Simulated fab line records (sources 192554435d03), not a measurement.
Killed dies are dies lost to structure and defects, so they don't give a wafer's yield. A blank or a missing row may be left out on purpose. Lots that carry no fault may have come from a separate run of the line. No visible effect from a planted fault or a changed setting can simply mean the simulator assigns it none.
Check of tool commonality / flow n5_finfet / 24 wafers sampled across 8 lots

WHAT PROMPTED THE OPENING
At N5_BEOL_M6_THK_MEAS_53 the reading M6_THK is flagged on 2 of 8 lots. No-fault wafers: 80.4 nm, standard deviation 2.6.
Rule: flag the lot when none of its wafers has a number, or when each of its wafers that has one lies beyond 4 standard deviations from that mean. The other lots count as sound.

lot=L381; measured=day 9 16:33; on=film_metro-02; M6_THK (nm), wafer by wafer=82.1 81.0 80.9; flag=
lot=L382; measured=day 9 19:40; on=film_metro-02; M6_THK (nm), wafer by wafer=78.6 78.4 78.5; flag=
lot=L385; measured=day 10 02:33; on=film_metro-02; M6_THK (nm), wafer by wafer=85.4 78.5 77.5; flag=
lot=L386; measured=day 10 18:15; on=film_metro-02; M6_THK (nm), wafer by wafer=84.5 85.8 78.7; flag=
lot=L387; measured=day 10 23:10; on=film_metro-01; M6_THK (nm), wafer by wafer=78.7 78.5 78.1; flag=
lot=L397; measured=day 13 08:26; on=film_metro-02; M6_THK (nm), wafer by wafer=181.9 188.8 186.0; flag=FLAGGED
lot=L401; measured=day 14 09:20; on=film_metro-01; M6_THK (nm), wafer by wafer=83.1 78.6 81.9; flag=
lot=L400; measured=day 14 09:30; on=film_metro-01; M6_THK (nm), wafer by wafer=200.1 195.0 190.8; flag=FLAGGED
On average the flagged lots' numbers are 190.4 nm, which is +110.0 nm against the usual, or +42 standard deviations.

LOT BY LOT: THE TOOL USED
Before the reading, the record contains 3 process steps out of a 1938-step route. Cell contents, in order: the tool; ch with the chambers the sampled wafers went through; the start.
lot=L381; flag=; N5_BEOL_M6_STRIP_80=rie_diel-04 ch 0,3, day 9 13:42 or earlier; N5_BEOL_M6_CURE_75=uv_cure-01 ch 0, day 9 14:04; N5_BEOL_M6_CMP_52=cmp-02 ch 0,1, day 9 16:17
lot=L382; flag=; N5_BEOL_M6_STRIP_80=rie_diel-02 ch 0,1, day 9 17:24 or earlier; N5_BEOL_M6_CURE_75=uv_cure-02 ch 2, day 9 17:35; N5_BEOL_M6_CMP_52=cmp-03 ch 0,1, day 9 19:22
lot=L385; flag=; N5_BEOL_M6_STRIP_80=rie_diel-06 ch 0,2, day 10 00:21 or earlier; N5_BEOL_M6_CURE_75=uv_cure-02 ch 1, day 10 00:35; N5_BEOL_M6_CMP_52=cmp-01 ch 0,1, day 10 02:18
lot=L386; flag=; N5_BEOL_M6_STRIP_80=rie_diel-04 ch 1,2,3, day 10 15:31 or earlier; N5_BEOL_M6_CURE_75=uv_cure-03 ch 0, day 10 15:58; N5_BEOL_M6_CMP_52=cmp-01 ch 0,2,3, day 10 18:02
lot=L387; flag=; N5_BEOL_M6_STRIP_80=rie_diel-02 ch 1,2, day 10 20:55 or earlier; N5_BEOL_M6_CURE_75=uv_cure-01 ch 1, day 10 21:10; N5_BEOL_M6_CMP_52=cmp-02 ch 0,2,3, day 10 22:55
lot=L397; flag=FLAGGED; N5_BEOL_M6_STRIP_80=rie_diel-02 ch 0,1,3, day 13 05:56 or earlier; N5_BEOL_M6_CURE_75=uv_cure-03 ch 0, day 13 06:14; N5_BEOL_M6_CMP_52=cmp-02 ch 0,1,3, day 13 08:08
lot=L401; flag=; N5_BEOL_M6_STRIP_80=rie_diel-04 ch 0,3, day 14 06:57 or earlier; N5_BEOL_M6_CURE_75=uv_cure-02 ch 2, day 14 07:21; N5_BEOL_M6_CMP_52=cmp-01 ch 1,3, day 14 09:02
lot=L400; flag=FLAGGED; N5_BEOL_M6_STRIP_80=rie_diel-02 ch 0,3, day 14 06:55 or earlier; N5_BEOL_M6_CURE_75=uv_cure-01 ch 0, day 14 07:12; N5_BEOL_M6_CMP_52=cmp-02 ch 1,2,3, day 14 09:12
What these steps do:
- N5_BEOL_M6_STRIP_80: strips in N2/H2, time 10 s.
- N5_BEOL_M6_CURE_75: cures SiCOH lowk, time 120 s.
- N5_BEOL_M6_CMP_52: polishes, stops on SiCOH lowk, t overpolish 6.9 s, target thk 80 nm.
- N5_BEOL_M6_THK_MEAS_53: measures by xrf.

FLAGGED AGAINST TOTAL, ONE TOOL AT A TIME (gauges that did the reading follow at the end)
step=N5_BEOL_M6_STRIP_80; tool=rie_diel-02; lots run=4; flagged=2; share of the flagged lots=all; sound lots run after its first flagged lot=0
step=N5_BEOL_M6_STRIP_80; tool=rie_diel-04; lots run=3; flagged=0; share of the flagged lots=none; sound lots run after its first flagged lot=-
step=N5_BEOL_M6_STRIP_80; tool=rie_diel-06; lots run=1; flagged=0; share of the flagged lots=none; sound lots run after its first flagged lot=-
step=N5_BEOL_M6_CURE_75; tool=uv_cure-01; lots run=3; flagged=1; share of the flagged lots=some; sound lots run after its first flagged lot=0
step=N5_BEOL_M6_CURE_75; tool=uv_cure-02; lots run=3; flagged=0; share of the flagged lots=none; sound lots run after its first flagged lot=-
step=N5_BEOL_M6_CURE_75; tool=uv_cure-03; lots run=2; flagged=1; share of the flagged lots=some; sound lots run after its first flagged lot=0
step=N5_BEOL_M6_CMP_52; tool=cmp-01; lots run=3; flagged=0; share of the flagged lots=none; sound lots run after its first flagged lot=-
step=N5_BEOL_M6_CMP_52; tool=cmp-02; lots run=4; flagged=2; share of the flagged lots=all; sound lots run after its first flagged lot=0
step=N5_BEOL_M6_CMP_52; tool=cmp-03; lots run=1; flagged=0; share of the flagged lots=none; sound lots run after its first flagged lot=-
step=N5_BEOL_M6_THK_MEAS_53; tool=film_metro-01; lots run=3; flagged=1; share of the flagged lots=some; sound lots run after its first flagged lot=0
step=N5_BEOL_M6_THK_MEAS_53; tool=film_metro-02; lots run=5; flagged=1; share of the flagged lots=some; sound lots run after its first flagged lot=0
Because N5_BEOL_M6_STRIP_80 lacks a start for some lots, the hours and order of its lots are taken from N5_BEOL_M6_OCD_MEAS_38.

WHAT THE TABLE ALLOWS
2 rows of the table ran every flagged lot: rie_diel-02 at N5_BEOL_M6_STRIP_80, cmp-02 at N5_BEOL_M6_CMP_52.
- rie_diel-02 at N5_BEOL_M6_STRIP_80: 2 of its 4 lots flagged. Last sound lot L387 at day 10 20:55, first flagged lot L397 at day 13 05:56; a fault beginning in between fits.
- cmp-02 at N5_BEOL_M6_CMP_52: 2 of its 4 lots flagged. Last sound lot L387 at day 10 22:55, first flagged lot L397 at day 13 08:08; a fault beginning in between fits. Its own readings lie more than 4 standard deviations out on every wafer of the flagged lots: barrier_field_endpoint_s, overpolish_run_s, time_to_endpoint_s.
These 2 tools cannot be told apart by counting lots, since each of them fits a fault that started at some hour. More lots, or a look at what each step does to the wafer, might.

WHAT THE SIMULATOR HAD PUT IN
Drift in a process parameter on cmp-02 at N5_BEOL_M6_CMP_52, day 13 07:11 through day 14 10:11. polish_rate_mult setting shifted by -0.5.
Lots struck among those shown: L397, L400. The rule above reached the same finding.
